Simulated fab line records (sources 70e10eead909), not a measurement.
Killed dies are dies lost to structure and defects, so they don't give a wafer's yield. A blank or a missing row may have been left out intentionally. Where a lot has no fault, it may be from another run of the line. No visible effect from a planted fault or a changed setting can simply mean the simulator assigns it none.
fab line records -- flow nandHarc -- part 2 of 2: steps 5 to 6 of 6
record lots=23, wafers=69, lastDay=34
route steps=1302 shown A_STAIRCASE@675
lots that met no fault: from a run of the same line without faults
startH: hours from the record's first day to the start of the lot's first wafer shown -- waitH: how many hours have passed since the lot's step before this one -- " identical to the entry in the row above -- L1.1+2: several wafers, shown together as one row -- - no value present, or no start provided -- * or withheld: withheld -- < > ~ a bound
route shown NAME@n: names a module that has steps shown in the file, with the first one's number in the route -- usual: average and standard deviation across the fault-free wafers -- same: alike in all rows -- chamber/n: place in a boat -- sites: per-site readings -- _std_site: standard deviation of those values -- _edge_site: inner sites' mean taken away from outer sites' mean -- radiusMm: how far each site lies from the wafer's centre -- mask NAME#n: copy n -- behind: the tool/chamber that last shaped the wafer -- hold: what put the lot on hold/how long, in hours/how the hold closed -- device: whichever transistor did not switch (one of n, p or np) -- end of line: at the end of the route, the tests of the same wafers -- for a step that has no rows: nothing shown but its recipe -- killed: dies that structure and defects cost at the first sort, which is not the same as the wafer's yield -- map: shows each die of a wafer: x if killed, . if not, _ if none is there
set.NAME: the setting that was run; set.NAME@STEP: the one run at that earlier step -- model.NAME: the simulator's own value behind a step, which no gauge read
the route's steps for a sample of lots (tables are steps, rows are wafers)
services: a tool's chamber out of use, with start hour (startH, from the record's first day; less than 0 if before it), hours out, and reason
## steps
# step NHARC_A_STAIRCASE_TRIM_220
# recipe timeS=211.2, o2FlowSccm=500, arFlowSccm=0, biasW=0, chemistry=O2
# usual drypumpMotorCurrentA=6.1/0.35, oesProductAu=1.001/0.0067, rfVppV=57.9/0.83, showerheadPlenumPTorr=3.59/0.16, throttleValvePct=17.037/0.0088
lot.wafer,tool,chamber,startH,waitH,drypumpMotorCurrentA,oesProductAu,rfHoursCounterH,rfVppV,showerheadPlenumPTorr,throttleValvePct
L074.1,rieDiel-01,3,365.50,0.2,5.9,0.997,55,58.3,3.78,17.025
L074.2,rieDiel-01,0,365.50,0.2,5.7,0.994,57,57.6,3.41,17.034
L074.3,rieDiel-01,1,365.50,0.2,5.4,0.999,55,57.6,3.45,17.039
L075.4,rieDiel-06,2,371.30,0.1,6.5,1.005,15,56.7,3.60,17.033
L075.1,rieDiel-06,3,371.30,0.1,6.5,0.997,19,58.1,3.73,17.052
L075.2,rieDiel-06,1,371.30,0.1,6.4,0.994,21,59.7,3.80,17.041
L076.3,rieDiel-01,0,372.34,0.1,5.7,0.994,58,57.8,3.41,17.040
L076.5,rieDiel-01,2,372.34,0.1,6.1,1.003,-,58.3,3.28,17.029
L076.6,rieDiel-01,3,372.34,0.1,5.9,1.001,-,57.5,3.78,17.046
L077.3,rieDiel-06,0,386.46,0.1,6.0,0.992,27,57.7,3.50,17.044
L077.2,rieDiel-06,2,386.46,0.1,6.5,1.000,18,58.8,3.60,17.032
L077.1,rieDiel-06,3,386.46,0.1,6.5,1.007,22,58.3,3.73,17.032
L078.4,rieDiel-04,3,401.12,0.1,5.5,0.995,12,59.2,3.80,17.052
L078.1,rieDiel-04,1,401.12,0.1,6.3,1.007,12,58.4,3.42,17.033
L078.5,rieDiel-04,3,401.12,0.1,5.5,0.996,-,57.5,3.80,17.030
L079.4,rieDiel-04,2,411.04,0.1,6.3,1.006,17,57.7,3.62,17.053
L079.5,rieDiel-04,1,411.04,0.1,6.3,1.005,-,56.7,3.42,17.030
L079.6,rieDiel-04,2,411.04,0.1,6.3,0.994,-,59.3,3.62,17.036
L080.2,rieDiel-01,3,419.04,0.1,5.9,0.999,9,56.8,3.77,17.035
L080.4,rieDiel-01,0,419.04,0.1,5.6,1.002,8,56.5,3.40,17.014
L080.1,rieDiel-01,1,419.04,0.1,5.4,1.000,11,58.5,3.45,17.031
L082.2,rieDiel-06,3,432.89,0.1,6.5,1.009,37,58.0,3.72,17.043
L082.5,rieDiel-06,2,432.89,0.1,6.5,1.013,-,58.3,3.60,17.048
L082.6,rieDiel-06,3,432.89,0.1,6.5,1.009,-,58.6,3.72,17.043
L081.3,rieDiel-01,0,434.00,0.1,5.7,1.005,12,57.4,3.40,17.036
L081.2,rieDiel-01,3,434.00,0.1,5.9,1.003,13,58.8,3.77,17.052
L081.6,rieDiel-01,1,434.00,0.1,5.4,0.985,-,57.7,3.44,17.029
L085.2,rieDiel-04,1,461.50,0.1,6.3,0.990,34,57.4,3.41,17.033
L085.3,rieDiel-04,2,461.50,0.1,6.3,0.996,35,58.2,3.61,17.027
L085.4,rieDiel-04,3,461.50,0.1,5.5,0.986,26,58.8,3.79,17.035
L084.4,rieDiel-01,1,464.20,0.1,5.4,1.000,27,56.6,3.44,17.036
L084.2,rieDiel-01,0,464.20,0.1,5.7,1.000,25,57.6,3.39,17.041
L084.6,rieDiel-01,2,464.20,0.1,6.1,1.003,-,57.8,3.79,17.039
L083.2,rieDiel-06,0,464.65,0.1,6.0,1.009,50,57.6,3.49,17.036
L083.4,rieDiel-06,1,464.65,0.1,6.5,1.003,48,58.4,3.78,17.033
L083.5,rieDiel-06,0,464.65,0.1,6.0,1.000,-,58.2,3.49,17.053
L086.2,rieDiel-04,0,493.26,0.1,6.2,0.989,38,57.2,3.35,17.039
L086.3,rieDiel-04,1,493.26,0.1,6.3,1.000,45,58.8,3.41,17.035
L086.5,rieDiel-04,3,493.26,0.1,5.5,1.008,-,59.3,3.79,17.034
L087.4,rieDiel-06,3,494.96,0.1,6.5,0.999,0,58.7,3.71,17.035
L087.3,rieDiel-06,0,494.96,0.1,6.0,1.001,0,57.7,3.49,17.039
L087.2,rieDiel-06,2,494.96,0.1,6.5,1.000,0,57.7,3.59,17.033
L089.1,rieDiel-06,0,505.27,0.1,6.0,1.000,5,58.3,3.48,17.039
L089.2,rieDiel-06,2,505.27,0.1,6.4,1.003,4,58.2,3.58,17.038
L089.4,rieDiel-06,3,505.27,0.1,6.5,0.987,5,59.2,3.71,17.045
L090.2,rieDiel-06,0,517.63,0.1,6.0,0.993,8,58.6,3.48,17.045
L090.3,rieDiel-06,2,517.63,0.1,6.4,1.010,7,57.8,3.58,17.040
L090.6,rieDiel-06,1,517.63,0.1,6.4,0.996,-,59.2,3.77,17.040
L091.3,rieDiel-06,2,538.37,0.1,6.4,0.998,14,57.9,3.58,17.041
L091.1,rieDiel-06,0,538.37,0.1,6.0,0.999,17,58.0,3.48,17.042
L091.4,rieDiel-06,1,538.37,0.1,6.4,0.999,-,58.0,3.77,17.038
L092.1,rieDiel-06,0,545.95,0.1,6.0,1.004,19,56.5,3.48,17.048
L092.5,rieDiel-06,0,545.95,0.1,6.0,0.997,-,58.5,3.48,17.026
L092.6,rieDiel-06,1,545.95,0.1,6.4,0.991,-,57.8,3.77,17.036
L093.3,rieDiel-01,2,548.76,0.1,6.1,1.000,61,60.1,3.77,17.048
L093.1,rieDiel-01,3,548.76,0.1,6.0,1.000,54,58.0,3.74,17.039
L093.5,rieDiel-01,2,548.76,0.1,6.1,1.002,-,57.7,3.77,17.026
L094.3,rieDiel-04,2,566.83,0.2,6.3,1.005,6,58.8,3.59,17.028
L094.4,rieDiel-04,0,566.83,0.2,6.2,1.005,7,56.2,3.34,17.043
L094.5,rieDiel-04,1,566.83,0.2,6.3,1.000,-,59.4,3.40,17.045
L095.4,rieDiel-01,0,581.07,0.1,5.7,1.009,6,57.8,3.37,17.034
L095.1,rieDiel-01,2,581.07,0.1,6.1,1.012,4,58.4,3.77,17.019
L095.5,rieDiel-01,0,581.07,0.1,5.7,1.002,-,58.2,3.37,17.023
L096.4,rieDiel-04,3,581.30,0.1,5.5,1.011,15,58.1,3.77,17.035
L096.3,rieDiel-04,1,581.30,0.1,6.3,1.003,11,57.5,3.39,17.044
L096.5,rieDiel-04,3,581.30,0.1,5.5,1.008,-,57.0,3.77,17.024
L097.4,rieDiel-06,3,588.30,0.1,6.5,1.001,25,57.9,3.70,17.042
L097.1,rieDiel-06,0,588.30,0.1,6.0,1.004,35,56.6,3.47,17.047
L097.5,rieDiel-06,0,588.30,0.1,6.0,1.006,-,58.7,3.47,17.030
# step NHARC_A_STAIRCASE_TRIM_222
# recipe timeS=211.2, o2FlowSccm=500, arFlowSccm=0, biasW=0, chemistry=O2
# usual drypumpMotorCurrentA=6.1/0.37, oesProductAu=1.001/0.0077, rfVppV=57.8/0.96, showerheadPlenumPTorr=3.59/0.16, throttleValvePct=17.036/0.0089
lot.wafer,tool,chamber,startH,waitH,drypumpMotorCurrentA,oesProductAu,rfHoursCounterH,rfVppV,showerheadPlenumPTorr,throttleValvePct
L074.1,rieDiel-01,3,-,-,6.0,0.994,55,59.5,3.78,17.022
L074.2,rieDiel-01,0,-,-,5.7,0.985,57,56.0,3.41,17.042
L074.3,rieDiel-01,1,-,-,5.4,0.985,55,58.0,3.45,17.042
L075.4,rieDiel-06,3,-,-,6.5,0.995,19,58.4,3.73,17.039
L075.2,rieDiel-06,1,-,-,6.4,0.996,21,58.3,3.80,17.028
L075.1,rieDiel-06,2,-,-,6.4,1.009,15,58.5,3.60,17.036
L076.3,rieDiel-01,0,-,-,5.6,0.987,58,56.4,3.41,17.031
L076.6,rieDiel-01,0,-,-,5.7,0.999,-,56.4,3.41,17.038
L076.5,rieDiel-01,1,-,-,5.4,0.997,-,57.8,3.45,17.031
L077.3,rieDiel-06,0,-,-,5.9,0.996,27,56.6,3.50,17.064
L077.2,rieDiel-06,2,-,-,6.5,0.999,18,57.5,3.60,17.060
L077.1,rieDiel-06,3,-,-,6.5,1.001,22,57.0,3.73,17.039
L078.1,rieDiel-04,0,-,-,6.2,0.990,11,56.6,3.37,17.023
L078.4,rieDiel-04,2,-,-,6.3,0.998,14,59.3,3.62,17.026
L078.5,rieDiel-04,0,-,-,6.2,0.997,-,57.0,3.37,17.042
L079.4,rieDiel-04,2,-,-,6.3,1.002,18,57.6,3.62,17.048
L079.5,rieDiel-04,3,-,-,5.5,1.003,-,59.7,3.80,17.040
L079.6,rieDiel-04,0,-,-,6.2,0.981,-,57.4,3.37,17.032
L080.4,rieDiel-01,1,-,-,5.4,0.991,11,58.0,3.45,17.030
L080.1,rieDiel-01,2,-,-,6.1,0.994,12,58.4,3.80,17.038
L080.2,rieDiel-01,0,-,-,5.7,0.999,8,57.6,3.40,17.043
L082.2,rieDiel-06,1,-,-,6.4,1.000,37,58.9,3.79,17.041
L082.6,rieDiel-06,3,-,-,6.5,1.003,-,58.6,3.72,17.041
L082.5,rieDiel-06,0,-,-,6.0,1.013,-,57.7,3.49,17.036
L081.3,rieDiel-01,0,-,-,5.7,0.995,12,56.6,3.40,17.035
L081.2,rieDiel-01,1,-,-,5.4,1.012,15,58.6,3.44,17.040
L081.6,rieDiel-01,2,-,-,6.1,1.013,-,57.9,3.80,17.036
L085.4,rieDiel-04,1,-,-,6.3,0.997,34,59.4,3.41,17.027
L085.3,rieDiel-04,2,-,-,6.3,1.000,35,58.8,3.61,17.045
L085.2,rieDiel-04,3,-,-,5.5,1.004,26,58.2,3.79,17.031
L084.2,rieDiel-01,0,-,-,5.6,1.000,25,56.4,3.39,17.037
L084.4,rieDiel-01,1,-,-,5.4,0.998,27,58.3,3.44,17.033
L084.6,rieDiel-01,1,-,-,5.4,0.995,-,57.2,3.44,17.041
L083.4,rieDiel-06,1,-,-,6.4,1.003,48,57.4,3.78,17.049
L083.2,rieDiel-06,0,-,-,6.0,0.999,50,57.5,3.49,17.039
L083.5,rieDiel-06,2,-,-,6.5,1.001,-,57.6,3.59,17.036
L086.3,rieDiel-04,2,-,-,6.3,1.011,45,57.8,3.60,17.038
L086.2,rieDiel-04,0,-,-,6.2,1.010,38,57.7,3.35,17.035
L086.5,rieDiel-04,2,-,-,6.3,0.993,-,56.1,3.60,17.042
L087.2,rieDiel-06,3,-,-,6.5,1.002,1,58.7,3.71,17.028
L087.4,rieDiel-06,0,-,-,6.0,0.999,1,60.1,3.49,17.039
L087.3,rieDiel-06,1,-,-,6.4,1.000,0,58.2,3.78,17.031
L089.2,rieDiel-06,1,-,-,6.4,0.995,4,59.3,3.78,17.037
L089.1,rieDiel-06,2,-,-,6.5,1.020,4,56.3,3.58,17.036
L089.4,rieDiel-06,0,-,-,6.0,1.000,5,56.3,3.48,17.030
L090.3,rieDiel-06,2,-,-,6.5,0.999,7,57.9,3.58,17.035
L090.2,rieDiel-06,1,-,-,6.4,1.000,7,57.2,3.77,17.040
L090.6,rieDiel-06,3,-,-,6.5,0.999,-,56.5,3.71,17.040
L091.1,rieDiel-06,2,-,-,6.5,1.003,14,57.7,3.58,17.043
L091.3,rieDiel-06,0,-,-,6.0,1.000,17,57.7,3.48,17.041
L091.4,rieDiel-06,1,-,-,6.4,1.006,-,57.6,3.77,17.032
L092.1,rieDiel-06,2,-,-,6.5,1.005,17,56.0,3.58,17.024
L092.5,rieDiel-06,1,-,-,6.4,0.992,-,58.8,3.77,17.027
L092.6,rieDiel-06,2,-,-,6.5,1.001,-,56.6,3.58,17.031
L093.1,rieDiel-01,0,-,-,5.7,1.020,58,56.1,3.38,17.020
L093.3,rieDiel-01,2,-,-,6.1,1.007,61,58.6,3.77,17.044
L093.5,rieDiel-01,0,-,-,5.7,1.013,-,57.3,3.37,17.037
L094.3,rieDiel-04,2,-,-,6.3,0.995,6,58.2,3.59,17.035
L094.4,rieDiel-04,0,-,-,6.2,1.001,7,56.6,3.34,17.012
L094.5,rieDiel-04,3,-,-,5.4,1.000,-,58.6,3.77,17.032
L095.1,rieDiel-01,0,-,-,5.7,0.996,6,57.6,3.37,17.047
L095.4,rieDiel-01,3,-,-,6.0,1.004,4,56.4,3.74,17.017
L095.5,rieDiel-01,0,-,-,5.6,0.992,-,57.9,3.37,17.033
L096.4,rieDiel-04,3,-,-,5.4,1.015,15,58.2,3.77,17.034
L096.3,rieDiel-04,0,-,-,6.2,1.013,15,57.4,3.34,17.027
L096.5,rieDiel-04,3,-,-,5.5,1.004,-,58.5,3.77,17.056
L097.1,rieDiel-06,0,-,-,6.0,1.001,35,56.8,3.47,17.033
L097.4,rieDiel-06,1,-,-,6.4,1.005,33,56.8,3.76,17.031
L097.5,rieDiel-06,0,-,-,6.0,1.000,-,57.4,3.47,17.038
## services
tool,chamber,startH,hours,kind
rieDiel-01,0,337.55,-,clean
rieDiel-01,1,337.55,-,clean
rieDiel-01,2,337.55,-,clean
rieDiel-01,3,337.55,-,clean
rieDiel-06,2,342.41,6.6,repair
rieDiel-04,-,355.24,9.0,pm
rieDiel-01,0,362.06,-,clean
rieDiel-01,1,362.06,-,clean
rieDiel-01,2,362.06,-,clean
rieDiel-01,3,362.06,-,clean
rieDiel-01,-,380.83,9.0,pm
rieDiel-01,0,380.83,9.0,ventCycle
rieDiel-01,1,380.83,9.0,ventCycle
rieDiel-01,2,380.83,9.0,ventCycle
rieDiel-01,0,411.25,2.8,repair
rieDiel-01,3,435.56,7.4,repair
rieDiel-04,-,475.32,1.2,repair
rieDiel-06,-,484.64,9.0,pm
rieDiel-01,1,507.78,6.3,repair
rieDiel-01,-,523.00,1.1,repair
rieDiel-04,2,529.53,12.9,repair
rieDiel-04,-,532.24,9.0,pm
rieDiel-06,3,532.99,20.9,repair
rieDiel-01,-,560.45,9.0,pm
